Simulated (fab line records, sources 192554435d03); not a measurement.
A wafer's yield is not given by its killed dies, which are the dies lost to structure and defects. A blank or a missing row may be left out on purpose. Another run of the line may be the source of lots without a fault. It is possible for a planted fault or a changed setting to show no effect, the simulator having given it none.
Which tool was responsible? | flow n5_finfet | Sampling: 11 lots, 29 wafers, 6 of 1938 route steps

## WHAT THE GAUGES SHOWED, per wafer
N5_BEOL_M15_THK_MEAS_50: measures by xrf. Usual: M15_THK gives 871 nm (standard deviation 22).
lot  | measured     | on            | M15_THK (nm) | flag
L724 | day 12 12:17 | film_metro-01 | 847 874 858  |
L726 | day 13 20:47 | film_metro-01 | 861 840      |
L728 | day 14 02:40 | film_metro-02 | 897 893 911  |
L729 | day 14 14:07 | film_metro-01 | 864 860 842  |
L731 | day 14 21:56 | film_metro-02 | 873 1239     | OFF
L734 | day 15 05:34 | film_metro-02 | 1267 1276    | OFF
L732 | day 15 06:16 | film_metro-01 | 856 1203     | OFF
L740 | day 16 13:11 | film_metro-01 | 872 926 901  |
L742 | day 17 07:07 | film_metro-01 | 856 871 907  |
L743 | day 17 21:47 | film_metro-01 | 865 866 915  |
L744 | day 18 02:42 | film_metro-01 | 866 853 893  |

N5_BEOL_M15_RS_MEAS_54: uses a four-point probe to measure. Usual: M15_RS gives 0.0216 ohm/sq (standard deviation 0.00054).
lot  | measured     | on            | M15_RS (ohm/sq)      | flag
L724 | day 12 12:26 | film_metro-01 | 0.0222 0.0216 0.0218 |
L726 | day 13 20:55 | film_metro-02 | 0.0217 0.0221        |
L728 | day 14 02:48 | film_metro-02 | 0.0209 0.0210 0.0206 |
L729 | day 14 14:14 | film_metro-02 | 0.0216 0.0217 0.0223 |
L731 | day 14 22:04 | film_metro-01 | 0.0217 0.0152        | OFF
L734 | day 15 05:41 | film_metro-01 | 0.0150 0.0149        | OFF
L732 | day 15 06:26 | film_metro-01 | 0.0218 0.0155        | OFF
L740 | day 16 13:19 | film_metro-01 | 0.0214 0.0203 0.0208 |
L742 | day 17 07:16 | film_metro-01 | 0.0220 0.0215 0.0207 |
L743 | day 17 21:55 | film_metro-02 | 0.0217 0.0215 0.0203 |
L744 | day 18 02:50 | film_metro-01 | 0.0214 0.0217 0.0207 |

N5_BEOL_M15_INSPECT_55: inspects for defects (darkfield). Usual: raw_defect_count at 69, with a standard deviation of 23.
lot  | measured     | on                | raw_defect_count | flag
L724 | day 12 12:28 | defect_inspect-01 | 60 62 51         |
L726 | day 13 20:56 | defect_inspect-02 | 67 49            |
L728 | day 14 02:49 | defect_inspect-02 | 110 49 74        |
L729 | day 14 14:16 | defect_inspect-01 | 78 52 50         |
L731 | day 14 22:06 | defect_inspect-01 | 57 76            |
L734 | day 15 05:43 | defect_inspect-01 | 41 44            |
L732 | day 15 06:28 | defect_inspect-01 | 91 72            |
L740 | day 16 13:21 | defect_inspect-02 | 77 104 130       |
L742 | day 17 07:17 | defect_inspect-01 | 89 71 51         |
L743 | day 17 21:56 | defect_inspect-01 | 48 52 68         |
L744 | day 18 02:51 | defect_inspect-01 | 149 37 86        |

## TOOL THAT RAN EACH LOT (tool first, then ch and the chambers of the sampled wafers, then the start)
lot  | N5_BEOL_M15_TRENCH_ETCH_34         | N5_BEOL_M15_ETCH_38                           | N5_BEOL_M15_PRE_CLEAN_42
L724 | rie_diel-01 ch 1,3, day 12 10:01   | rie_diel-04 ch 0,1,3, day 12 11:03 or earlier | pvd_sputter-01, day 12 11:03
L726 | rie_diel-01 ch 0,3, day 13 16:43   | rie_diel-04 ch 0,1, day 13 19:28 or earlier   | pvd_sputter-03, day 13 19:28
L728 | rie_diel-04 ch 1,2, day 13 23:33   | rie_diel-05 ch 1,2,3, day 14 01:31 or earlier | pvd_sputter-03, day 14 01:31
L729 | rie_diel-01 ch 1,2,3, day 14 07:17 | rie_diel-04 ch 0,1,2, day 14 12:58 or earlier | pvd_sputter-03, day 14 12:58
L731 | rie_diel-01 ch 0,1, day 14 17:02   | rie_diel-01 ch 0,2, day 14 20:25 or earlier   | pvd_sputter-02, day 14 20:25
L734 | rie_diel-01 ch 1,2, day 15 01:05   | rie_diel-01 ch 2,3, day 15 04:08 or earlier   | pvd_sputter-02, day 15 04:08
L732 | rie_diel-01 ch 0,3, day 15 03:01   | rie_diel-04 ch 1,3, day 15 04:37 or earlier   | pvd_sputter-02, day 15 04:37
L740 | rie_diel-04 ch 1,2,3, day 16 10:18 | rie_diel-01 ch 0,2,3, day 16 12:02 or earlier | pvd_sputter-02, day 16 12:02
L742 | rie_diel-04 ch 0,1,3, day 17 03:50 | rie_diel-01 ch 1,2,3, day 17 05:50 or earlier | pvd_sputter-01, day 17 05:50
L743 | rie_diel-04 ch 0,1,3, day 17 17:35 | rie_diel-01 ch 1,2,3, day 17 20:38 or earlier | pvd_sputter-03, day 17 20:38
L744 | rie_diel-04 ch 0,2,3, day 17 20:54 | rie_diel-01 ch 0,2,3, day 18 01:33 or earlier | pvd_sputter-02, day 18 01:33
- N5_BEOL_M15_TRENCH_ETCH_34: etches SiO2 in C4F8/O2/Ar, target depth 872.93 nm, time 199 s.
- N5_BEOL_M15_ETCH_38: etches SiCN in CF4/N2, target depth 106.4 nm, time 120.5 s.
- N5_BEOL_M15_PRE_CLEAN_42: time 30 s.

## WHAT THE TOOLS THEMSELVES READ (means of the sampled wafers that have a number; where no wafer has one, the mark that the record gives instead)
N5_BEOL_M15_TRENCH_ETCH_34. Usual: drypump_motor_current_A 5.7 A, standard deviation 0.34; oes_ar_750_au 0.81 a.u., standard deviation 0.086; oes_product_au 0.82 a.u., standard deviation 0.095; rf_vpp_V 2223 V, standard deviation 42; showerhead_plenum_p_Torr 3.43 Torr, standard deviation 0.096; throttle_valve_pct 30.78 %, standard deviation 0.29.
lot  | tool        | drypump_motor_current_A (A) | oes_ar_750_au (a.u.) | oes_product_au (a.u.) | rf_vpp_V (V) | showerhead_plenum_p_Torr (Torr) | throttle_valve_pct (%) | flag
L724 | rie_diel-01 | 5.6                         | 0.72                 | 0.72                  | 2252         | 3.35                            | 30.63                  |
L726 | rie_diel-01 | 5.5                         | 0.75                 | 0.74                  | 2204         | 3.37                            | 30.78                  |
L728 | rie_diel-04 | 6.2                         | 0.86                 | 0.88                  | 2251         | 3.38                            | 30.34                  |
L729 | rie_diel-01 | 5.5                         | 0.79                 | 0.78                  | 2251         | 3.35                            | 30.81                  |
L731 | rie_diel-01 | 5.4                         | 0.75                 | 0.83                  | 2206         | 3.42                            | 31.00                  |
L734 | rie_diel-01 | 5.5                         | 0.81                 | 1.03                  | 2254         | 3.38                            | 31.23                  |
L732 | rie_diel-01 | 5.5                         | 0.74                 | 0.81                  | 2205         | 3.35                            | 30.94                  |
L740 | rie_diel-04 | 6.1                         | 0.85                 | 0.86                  | 2248         | 3.44                            | 30.63                  |
L742 | rie_diel-04 | 5.9                         | 0.86                 | 0.87                  | 2225         | 3.50                            | 30.85                  |
L743 | rie_diel-04 | 5.9                         | 0.86                 | 0.87                  | 2225         | 3.50                            | 30.87                  |
L744 | rie_diel-04 | 5.9                         | 0.82                 | 0.83                  | 2206         | 3.44                            | 30.66                  |

N5_BEOL_M15_ETCH_38. Usual: drypump_motor_current_A 5.6 A, standard deviation 0.31; oes_product_au 0.81 a.u., standard deviation 0.1; rf_vpp_V 381.9 V, standard deviation 1.5; showerhead_plenum_p_Torr 2.19 Torr, standard deviation 0.061; throttle_valve_pct 15.36 %, standard deviation 0.18.
lot  | tool        | drypump_motor_current_A (A) | oes_product_au (a.u.) | rf_vpp_V (V) | showerhead_plenum_p_Torr (Torr) | throttle_valve_pct (%) | flag
L724 | rie_diel-04 | 5.9                         | 0.83                  | 382.4        | 2.26                            | 15.41                  |
L726 | rie_diel-04 | 5.9                         | 0.95                  | 382.6        | 2.25                            | 15.23                  |
L728 | rie_diel-05 | 5.5                         | 0.69                  | 381.1        | 2.19                            | 15.51                  |
L729 | rie_diel-04 | 6.1                         | 0.89                  | 382.5        | 2.21                            | 15.14                  |
L731 | rie_diel-01 | 5.3                         | 0.85                  | 381.6        | 2.20                            | 15.46                  |
L734 | rie_diel-01 | 5.6                         | 0.80                  | 380.8        | 2.13                            | 15.41                  |
L732 | rie_diel-04 | 6.1                         | 0.91                  | 383.5        | 2.25                            | 15.29                  |
L740 | rie_diel-01 | 5.5                         | 0.78                  | 381.1        | 2.15                            | 15.46                  |
L742 | rie_diel-01 | 5.5                         | 0.76                  | 380.4        | 2.14                            | 15.49                  |
L743 | rie_diel-01 | 5.5                         | 0.74                  | 380.6        | 2.14                            | 15.49                  |
L744 | rie_diel-01 | 5.5                         | 0.77                  | 381.3        | 2.15                            | 15.47                  |

N5_BEOL_M15_PRE_CLEAN_42. Usual: heater_power_w at 476 W, with a standard deviation of 57.
lot  | tool           | heater_power_w (W) | flag
L724 | pvd_sputter-01 | 498                |
L726 | pvd_sputter-03 | 500                |
L728 | pvd_sputter-03 | 475                |
L729 | pvd_sputter-03 | 463                |
L731 | pvd_sputter-02 | 600                |
L734 | pvd_sputter-02 | 416                |
L732 | pvd_sputter-02 | 499                |
L740 | pvd_sputter-02 | 512                |
L742 | pvd_sputter-01 | 453                |
L743 | pvd_sputter-03 | 450                |
L744 | pvd_sputter-02 | 450                |

## THE ANSWER, worked out from the rows above alone
Rule: lot off if the mean of its wafers having a number is beyond 3 standard deviations from the usual mean. Also off: a lot with no number at a reading for which 4 or more lots have one. The other lots that the step has rows for count as sound. Order of review: gauges by route order, followed by the tools' own readings, for which a lot's mean as printed above is used. The first step at which some lot is off is used, and at that step the reading that is off furthest; a lot without a number counts as furthest.
Off: at N5_BEOL_M15_THK_MEAS_50 (M15_THK), L731, L734, L732.
A tool fits if, at a process step before that reading, it ran every lot that is off, and no sound lot after the first of them. Those tools and the gauges at N5_BEOL_M15_THK_MEAS_50 are tried in the same way. With no start given for some of its lots, N5_BEOL_M15_ETCH_38 uses the hours and lot order of N5_BEOL_M15_PRE_CLEAN_42. One fits: N5_BEOL_M15_TRENCH_ETCH_34 on rie_diel-01. Its last sound lot is L729 (day 14 07:17), its first lot that is off L731 (day 14 17:02): a fault that began between those two fits.

## WHAT THE SIMULATOR PUT IN
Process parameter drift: rie_diel-01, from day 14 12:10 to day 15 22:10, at N5_BEOL_M15_TRENCH_ETCH_34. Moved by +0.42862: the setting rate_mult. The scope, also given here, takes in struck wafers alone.
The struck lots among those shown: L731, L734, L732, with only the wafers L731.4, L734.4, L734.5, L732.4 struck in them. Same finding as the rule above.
